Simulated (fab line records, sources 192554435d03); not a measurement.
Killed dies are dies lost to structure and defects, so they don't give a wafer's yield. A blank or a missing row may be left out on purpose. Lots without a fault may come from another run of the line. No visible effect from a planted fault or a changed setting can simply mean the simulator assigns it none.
fab line records || flow n5-finfet || part 2 of 2: steps 44 to 44 of 44
record: {"lots": 6, "wafers": 17, "last-day": 18}
route steps=1938 shown SD_EPI_N@276 SD_EPI_P@295 PASSIVATION@1936
lots that met no fault: from a run of the same line without faults
start-h: hours from the record's opening day to when the first of the lot's shown wafers began || wait-h: hours elapsed since this lot's preceding step || " identical to the entry in the row above || L1.1+2: a single row standing in for several wafers || - no value, or no start was given || * or withheld: withheld || < > ~ a bound
route shown NAME@n: NAME is a module with steps in the file, n the number in the route of the first one || usual: average and standard deviation across the fault-free wafers || same: alike in all rows || chamber/n: place in a boat || sites: the reading at each site || _std_site: how widely they spread, as a standard deviation || _edge_site: mean of outer sites minus mean of inner sites || radius-mm: how far each site lies from the wafer's centre || mask NAME#n: copy n || behind: tool/chamber where the wafer was last shaped || hold: why the lot went on hold/how many hours it stayed there/how the hold came to an end || device: names the non-switching transistor (n, p or np) || end of line: at the end of the route, the tests of the same wafers || step lacking rows: just its recipe || killed: the dies lost at the first sort to structure and to defects; this is not the yield of the wafer || map: shows each die of a wafer: x if killed, . if not, _ if none is there
set.NAME: the run value of the setting; set.NAME@STEP: its run value at that earlier step || model.NAME: the simulator's own value behind a step, which no gauge read
lots at some steps of the route; a table a step, a row a wafer
services: the hour from which a tool's chamber was out of use, counted from the record's first day as start-h (under 0 if before that day), plus the number of hours and why
== steps ==
step: N5_PASSIVATION_PROBE_49
usual: {"killed_at_M0_to_M3": "34/11", "killed_at_M4_up": "13/5.2", "killed-at-contacts": "13/6.3", "killed-at-front-end": "40/14", "killed-at-other": "3.2/2.4", "killed-dies": "104/19", "killed-on-rim": "14/4.2", "killed-open": "69/14", "killed-short": "32/7.5"}
same: {"gross-dies": 1180, "killed-at-back-side": 0}
{"lot.wafer": "L749.2", "tool": "prober-02", "chamber": "-", "start-h": 264.20, "wait-h": 0.1, "killed_at_M0_to_M3": 27, "killed_at_M4_up": 17, "killed-at-contacts": 22, "killed-at-front-end": 46, "killed-at-other": 7, "killed-dies": 119, "killed-on-rim": 9, "killed-open": 80, "killed-short": 35}
{"lot.wafer": "L749.3", "tool": "prober-02", "chamber": "-", "start-h": 264.25, "wait-h": 0.1, "killed_at_M0_to_M3": 21, "killed_at_M4_up": 11, "killed-at-contacts": 6, "killed-at-front-end": 40, "killed-at-other": 3, "killed-dies": 81, "killed-on-rim": 8, "killed-open": 54, "killed-short": 23}
{"lot.wafer": "L749.5", "tool": "prober-02", "chamber": "-", "start-h": 264.35, "wait-h": 0.2, "killed_at_M0_to_M3": 17, "killed_at_M4_up": 10, "killed-at-contacts": 11, "killed-at-front-end": 19, "killed-at-other": 1, "killed-dies": 58, "killed-on-rim": 5, "killed-open": 40, "killed-short": 17}
{"lot.wafer": "L759.1", "tool": "prober-02", "chamber": "-", "start-h": 335.66, "wait-h": 0.0, "killed_at_M0_to_M3": 31, "killed_at_M4_up": 11, "killed-at-contacts": 8, "killed-at-front-end": 28, "killed-at-other": 6, "killed-dies": 84, "killed-on-rim": 6, "killed-open": 52, "killed-short": 32}
{"lot.wafer": "L759.3", "tool": "prober-02", "chamber": "-", "start-h": 335.76, "wait-h": 0.1, "killed_at_M0_to_M3": 41, "killed_at_M4_up": 10, "killed-at-contacts": 2, "killed-at-front-end": 36, "killed-at-other": 3, "killed-dies": 92, "killed-on-rim": 12, "killed-open": 60, "killed-short": 31}
{"lot.wafer": "L759.5", "tool": "prober-02", "chamber": "-", "start-h": 335.86, "wait-h": 0.2, "killed_at_M0_to_M3": 41, "killed_at_M4_up": 17, "killed-at-contacts": 6, "killed-at-front-end": 40, "killed-at-other": 3, "killed-dies": 107, "killed-on-rim": 24, "killed-open": 79, "killed-short": 26}
{"lot.wafer": "L764.1", "tool": "prober-01", "chamber": "-", "start-h": 369.36, "wait-h": 0.0, "killed_at_M0_to_M3": 20, "killed_at_M4_up": 19, "killed-at-contacts": 12, "killed-at-front-end": 36, "killed-at-other": 4, "killed-dies": 91, "killed-on-rim": 16, "killed-open": 59, "killed-short": 31}
{"lot.wafer": "L764.2", "tool": "prober-01", "chamber": "-", "start-h": 369.41, "wait-h": 0.1, "killed_at_M0_to_M3": 51, "killed_at_M4_up": 7, "killed-at-contacts": 18, "killed-at-front-end": 53, "killed-at-other": 1, "killed-dies": 130, "killed-on-rim": 19, "killed-open": 86, "killed-short": 43}
{"lot.wafer": "L770.1", "tool": "prober-01", "chamber": "-", "start-h": 421.55, "wait-h": 0.0, "killed_at_M0_to_M3": 43, "killed_at_M4_up": 17, "killed-at-contacts": 4, "killed-at-front-end": 45, "killed-at-other": 2, "killed-dies": 111, "killed-on-rim": 10, "killed-open": 65, "killed-short": 43}
{"lot.wafer": "L770.3", "tool": "prober-01", "chamber": "-", "start-h": 421.65, "wait-h": 0.1, "killed_at_M0_to_M3": 37, "killed_at_M4_up": 11, "killed-at-contacts": 14, "killed-at-front-end": 27, "killed-at-other": 2, "killed-dies": 91, "killed-on-rim": 13, "killed-open": 54, "killed-short": 37}
{"lot.wafer": "L770.6", "tool": "prober-01", "chamber": "-", "start-h": 421.80, "wait-h": 0.3, "killed_at_M0_to_M3": 36, "killed_at_M4_up": 18, "killed-at-contacts": 7, "killed-at-front-end": 48, "killed-at-other": 2, "killed-dies": 111, "killed-on-rim": 14, "killed-open": 73, "killed-short": 34}
{"lot.wafer": "L769.1", "tool": "prober-02", "chamber": "-", "start-h": 421.56, "wait-h": 0.0, "killed_at_M0_to_M3": 17, "killed_at_M4_up": 29, "killed-at-contacts": 5, "killed-at-front-end": 48, "killed-at-other": 6, "killed-dies": 105, "killed-on-rim": 12, "killed-open": 64, "killed-short": 39}
{"lot.wafer": "L769.4", "tool": "prober-02", "chamber": "-", "start-h": 421.71, "wait-h": 0.2, "killed_at_M0_to_M3": 27, "killed_at_M4_up": 22, "killed-at-contacts": 6, "killed-at-front-end": 40, "killed-at-other": 2, "killed-dies": 97, "killed-on-rim": 6, "killed-open": 61, "killed-short": 33}
{"lot.wafer": "L769.6", "tool": "prober-02", "chamber": "-", "start-h": 421.81, "wait-h": 0.3, "killed_at_M0_to_M3": 22, "killed_at_M4_up": 28, "killed-at-contacts": 11, "killed-at-front-end": 40, "killed-at-other": 3, "killed-dies": 104, "killed-on-rim": 15, "killed-open": 75, "killed-short": 29}
killed by level:class
L749.2 MOL_CONTACT_COAG:geometric-particle:open=15 FIN_SAQP:geometric-particle:open=14 STI_FIN_REVEAL:geometric-particle:open=11 BEOL_M2:geometric-particle:open=8 BEOL_M4:geometric-particle:open=7 MOL_CONTACT_COAG:geometric-particle:short=6 FIN_SAQP:geometric-particle:short=5 DUMMY_GATE:geometric-particle:open=5
L749.3 FIN_SAQP:geometric-particle:open=11 FIN_SAQP:geometric-particle:short=7 STI_FIN_REVEAL:geometric-particle:open=7 MOL_CONTACT_COAG:geometric-particle:open=6 BEOL_M0_SAQP:geometric-particle:open=6 BEOL_M0:geometric-particle:open=6 BEOL_M0_SAQP:geometric-particle:short=4 STARTING-WAFER:geometric-particle:short=4
L749.5 MOL_CONTACT_COAG:geometric-particle:open=8 BEOL_M0_SAQP:geometric-particle:open=5 BEOL_M3:geometric-particle:open=4 STI_FIN_REVEAL:geometric-particle:open=3 GATE_CUT:geometric-particle:open=3 BEOL_M5:geometric-particle:open=3 BEOL_M2:geometric-particle:short=3 FIN_SAQP:geometric-particle:open=2
L759.1 BEOL_M0_SAQP:geometric-particle:open=11 FIN_SAQP:geometric-particle:open=8 BEOL_M0_SAQP:geometric-particle:short=7 STARTING-WAFER:geometric-particle:open=5 MOL_CONTACT_COAG:geometric-particle:open=4 MOL_CONTACT_COAG:geometric-particle:short=4 BEOL_M3:geometric-particle:open=4 FIN_SAQP:geometric-particle:short=3
L759.3 BEOL_M2:geometric-particle:open=11 STI_FIN_REVEAL:geometric-particle:open=7 BEOL_M0_SAQP:geometric-particle:short=7 DUMMY_GATE:geometric-particle:open=6 BEOL_M3:geometric-particle:open=6 FIN_SAQP:geometric-particle:open=4 BEOL_M0_SAQP:geometric-particle:open=4 STARTING-WAFER:geometric-particle:open=4
L759.5 FIN_SAQP:geometric-particle:open=14 BEOL_M3:geometric-particle:open=13 BEOL_M2:geometric-particle:open=12 FIN_SAQP:geometric-particle:short=9 STI_FIN_REVEAL:geometric-particle:open=8 BEOL_M0_SAQP:geometric-particle:open=8 BEOL_M0_SAQP:geometric-particle:short=6 BEOL_M4:geometric-particle:open=6
L764.1 MOL_CONTACT_COAG:geometric-particle:open=12 FIN_SAQP:geometric-particle:short=9 BEOL_M4:geometric-particle:open=9 BEOL_M0_SAQP:geometric-particle:open=7 FIN_SAQP:geometric-particle:open=5 BEOL_M0_SAQP:geometric-particle:short=5 STI_FIN_REVEAL:geometric-particle:open=4 DUMMY_GATE:geometric-particle:short=4
L764.2 MOL_CONTACT_COAG:geometric-particle:open=12 BEOL_M2:geometric-particle:open=12 FIN_SAQP:geometric-particle:open=9 BEOL_M0_SAQP:geometric-particle:open=9 FIN_SAQP:geometric-particle:short=8 STI_FIN_REVEAL:geometric-particle:open=8 BEOL_M0_SAQP:geometric-particle:short=8 DUMMY_GATE:geometric-particle:open=7
L770.1 FIN_SAQP:geometric-particle:short=14 FIN_SAQP:geometric-particle:open=14 BEOL_M2:geometric-particle:open=9 BEOL_M0_SAQP:geometric-particle:short=9 STI_FIN_REVEAL:geometric-particle:open=6 BEOL_M0_SAQP:geometric-particle:open=6 BEOL_M3:geometric-particle:open=6 BEOL_M1:geometric-particle:open=4
L769.1 BEOL_M4:geometric-particle:open=19 STI_FIN_REVEAL:geometric-particle:open=14 FIN_SAQP:geometric-particle:short=7 STI_FIN_REVEAL:geometric-particle:short=7 BEOL_M0_SAQP:geometric-particle:short=4 BEOL_M0_SAQP:geometric-particle:open=4 BEOL_M4:geometric-particle:short=4 STARTING-WAFER:geometric-particle:open=4
L770.3 FIN_SAQP:geometric-particle:short=11 MOL_CONTACT_COAG:geometric-particle:open=10 BEOL_M0_SAQP:geometric-particle:short=8 FIN_SAQP:geometric-particle:open=7 BEOL_M0_SAQP:geometric-particle:open=7 BEOL_M2:geometric-particle:open=7 MOL_CONTACT_COAG:geometric-particle:short=4 BEOL_M2:geometric-particle:short=4
L769.4 STI_FIN_REVEAL:geometric-particle:open=17 BEOL_M4:geometric-particle:open=10 FIN_SAQP:geometric-particle:short=7 BEOL_M0_SAQP:geometric-particle:short=7 DUMMY_GATE:geometric-particle:open=5 BEOL_M4:geometric-particle:short=5 BEOL_M0_SAQP:geometric-particle:open=5 BEOL_M2:geometric-particle:open=5
L770.6 FIN_SAQP:geometric-particle:open=23 BEOL_M0_SAQP:geometric-particle:open=14 FIN_SAQP:geometric-particle:short=10 BEOL_M0_SAQP:geometric-particle:short=9 STI_FIN_REVEAL:geometric-particle:open=6 MOL_CONTACT_COAG:geometric-particle:open=4 BEOL_M4:geometric-particle:open=4 BEOL_M1:geometric-particle:open=4
L769.6 STI_FIN_REVEAL:geometric-particle:open=17 BEOL_M4:geometric-particle:open=16 MOL_CONTACT_COAG:geometric-particle:open=10 FIN_SAQP:geometric-particle:open=7 FIN_SAQP:geometric-particle:short=7 BEOL_M1:geometric-particle:open=5 BEOL_M4:geometric-particle:short=5 BEOL_M3:geometric-particle:open=4
== services ==
{"tool": "rie-diel-05", "chamber": "-", "start-h": 46.75, "hours": 2.8, "kind": "pm"}
{"tool": "wet-bench-02", "chamber": "-", "start-h": 58.53, "hours": 2.1, "kind": "repair"}
{"tool": "rie-si-06", "chamber": 2, "start-h": 60.06, "hours": "-", "kind": "clean"}
{"tool": "rie-si-06", "chamber": 2, "start-h": 60.06, "hours": 19.8, "kind": "scheduled-down"}
{"tool": "rie-si-06", "chamber": 2, "start-h": 60.06, "hours": 19.8, "kind": "vent-cycle"}
{"tool": "rie-si-04", "chamber": 3, "start-h": 66.80, "hours": 8.6, "kind": "repair"}
{"tool": "rie-diel-04", "chamber": 1, "start-h": 84.16, "hours": 5.7, "kind": "repair"}
{"tool": "rie-diel-01", "chamber": 0, "start-h": 90.51, "hours": 8.2, "kind": "repair"}
{"tool": "rie-diel-06", "chamber": 0, "start-h": 92.45, "hours": 4.8, "kind": "repair"}
{"tool": "rie-si-01", "chamber": "-", "start-h": 95.36, "hours": 2.8, "kind": "pm"}
{"tool": "wet-bench-05", "chamber": "-", "start-h": 100.65, "hours": 3.1, "kind": "repair"}
{"tool": "rie-diel-01", "chamber": 0, "start-h": 116.14, "hours": 1.5, "kind": "repair"}
{"tool": "rie-diel-04", "chamber": 3, "start-h": 117.89, "hours": "-", "kind": "clean"}
{"tool": "rie-diel-04", "chamber": 3, "start-h": 117.89, "hours": "-", "kind": "consumable-replace:focus-ring"}
{"tool": "rie-diel-04", "chamber": 3, "start-h": 117.89, "hours": 23.5, "kind": "scheduled-down"}
{"tool": "rie-diel-04", "chamber": 3, "start-h": 117.89, "hours": 23.5, "kind": "vent-cycle"}
{"tool": "rie-diel-01", "chamber": 2, "start-h": 127.11, "hours": 6.6, "kind": "repair"}
{"tool": "rie-diel-05", "chamber": "-", "start-h": 138.50, "hours": 4.3, "kind": "pm"}
{"tool": "rie-diel-03", "chamber": 2, "start-h": 140.26, "hours": 5.8, "kind": "repair"}
{"tool": "rie-diel-04", "chamber": 3, "start-h": 143.18, "hours": 13.8, "kind": "repair"}
{"tool": "rie-diel-06", "chamber": 1, "start-h": 154.34, "hours": 5.2, "kind": "repair"}
{"tool": "rie-diel-05", "chamber": "-", "start-h": 164.14, "hours": 0.3, "kind": "repair"}
{"tool": "rie-diel-05", "chamber": "-", "start-h": 171.64, "hours": 2.2, "kind": "repair"}
{"tool": "rie-diel-04", "chamber": 1, "start-h": 175.48, "hours": 62.1, "kind": "repair"}
